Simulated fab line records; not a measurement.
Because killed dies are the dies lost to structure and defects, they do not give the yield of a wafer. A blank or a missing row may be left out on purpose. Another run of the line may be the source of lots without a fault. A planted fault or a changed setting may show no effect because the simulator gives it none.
What tool caused it? | flow nand harc | 15 lots, 45 wafers sampled, at 2 steps of a route of 1302

== WHAT EACH GAUGE READ, for each wafer ==
NHARC_A_ONON_D2_THK_MEAS_02: measures by ellipsometry.
lot  | measured     | on            | thk nm (nm)
L509 | day 12 12:22 | film metro-02 | 995 993 996
L512 | day 13 13:37 | film metro-02 | 977 974 977
L511 | day 13 13:37 | film metro-01 | 993 995 993
L514 | day 14 05:00 | film metro-01 | 1005 1008 1006
L516 | day 15 02:48 | film metro-01 | 1003 1004 1003
L517 | day 15 16:01 | film metro-01 | 986 986 986
L518 | day 16 02:47 | film metro-01 | 1005 1007 1007
L519 | day 16 18:25 | film metro-01 | 1017 1017 1017
L520 | day 17 03:40 | film metro-01 | 993 992 993
L522 | day 17 13:52 | film metro-01 | 989 988 990
L521 | day 17 13:52 | film metro-02 | 995 998 994
L523 | day 18 10:27 | film metro-01 | 991 989 990
L530 | day 21 01:58 | film metro-01 | 1002 1003 1004
L531 | day 21 07:29 | film metro-01 | 1016 1013 1015
L532 | day 22 03:08 | film metro-01 | 1000 1000 1000

== WHAT TOOL EACH LOT RAN ON (gives the tool, then ch and the chambers of the sampled wafers, and finally the start) ==
lot  | NHARC_A_DECK1_JOINT_CMP_13
L509 | cmp-03 ch 0,1,3, day 11 08:11
L512 | cmp-02 ch 0,1, day 12 12:06
L511 | cmp-04 ch 0,1, day 12 12:07
L514 | cmp-02 ch 0,2,3, day 13 01:25
L516 | cmp-02 ch 1,2, day 13 19:04
L517 | cmp-04 ch 0,1,2, day 14 14:04
L518 | cmp-04 ch 0,1,2, day 15 03:45
L519 | cmp-04 ch 0,1,2, day 15 16:53
L520 | cmp-02 ch 1,2, day 16 00:36
L522 | cmp-02 ch 1,2,3, day 16 07:02
L521 | cmp-04 ch 0,1, day 16 07:02
L523 | cmp-02 ch 0,1,3, day 17 06:22
L530 | cmp-04 ch 1,2, day 19 21:52
L531 | cmp-03 ch 0,1,3, day 20 09:44
L532 | cmp-03 ch 2,3, day 21 04:10
- NHARC_A_DECK1_JOINT_CMP_13: polishes, target thk 51.023 nm.

== AS READ BY THE TOOLS THEMSELVES (means over the sampled wafers that have a number; for cases with no such wafer, the mark the record gives instead) ==
NHARC_A_DECK1_JOINT_CMP_13.
lot  | tool   | motor current A (A) | slurry flow ml min | time to endpoint s (s)
L509 | cmp-03 | 12.2                | 150.3              | 9.4
L512 | cmp-02 | 12.9                | 150.1              | 11.9
L511 | cmp-04 | 10.8                | 149.9              | 7.3
L514 | cmp-02 | 11.7                | 150.4              | 9.6
L516 | cmp-02 | 13.3                | 150.0              | 12.2
L517 | cmp-04 | 11.6                | 150.2              | 8.3
L518 | cmp-04 | 11.6                | 150.0              | 8.9
L519 | cmp-04 | 11.6                | 150.0              | 8.8
L520 | cmp-02 | 12.9                | 150.7              | 10.3
L522 | cmp-02 | 12.5                | 150.4              | 12.7
L521 | cmp-04 | 10.8                | 150.1              | 8.7
L523 | cmp-02 | 12.6                | 150.3              | 9.2
L530 | cmp-04 | 12.2                | 150.0              | 8.0
L531 | cmp-03 | 12.8                | 149.9              | 11.7
L532 | cmp-03 | 13.1                | 150.4              | 8.3

== THE ANSWER, worked out from the rows above alone ==
Rule: usual is defined by the lots themselves. The widest of any qualifying gaps counts: lots, ordered by their means at a reading, are off when they make up no more than a third of the lots, leave a main group of 4 or more, and stand apart from it by 3 or more times the standard deviation of that group's means. A main group whose means are all the same, to the digits that the tables above print for the reading, isn't used. A lot without any number at a reading at which 4 lots or more have one is off too. The other lots that the step has rows for count as sound. Order of review: gauges by route order, followed by the tools' own readings, for which a lot's mean as printed above is used. The first step at which some lot is off is used, and at that step the reading that is off furthest; a lot without a number counts as furthest.
Across all readings shown, no lot is off: no conclusion can be drawn from this.

== WHAT WAS PUT IN BY THE SIMULATOR ==
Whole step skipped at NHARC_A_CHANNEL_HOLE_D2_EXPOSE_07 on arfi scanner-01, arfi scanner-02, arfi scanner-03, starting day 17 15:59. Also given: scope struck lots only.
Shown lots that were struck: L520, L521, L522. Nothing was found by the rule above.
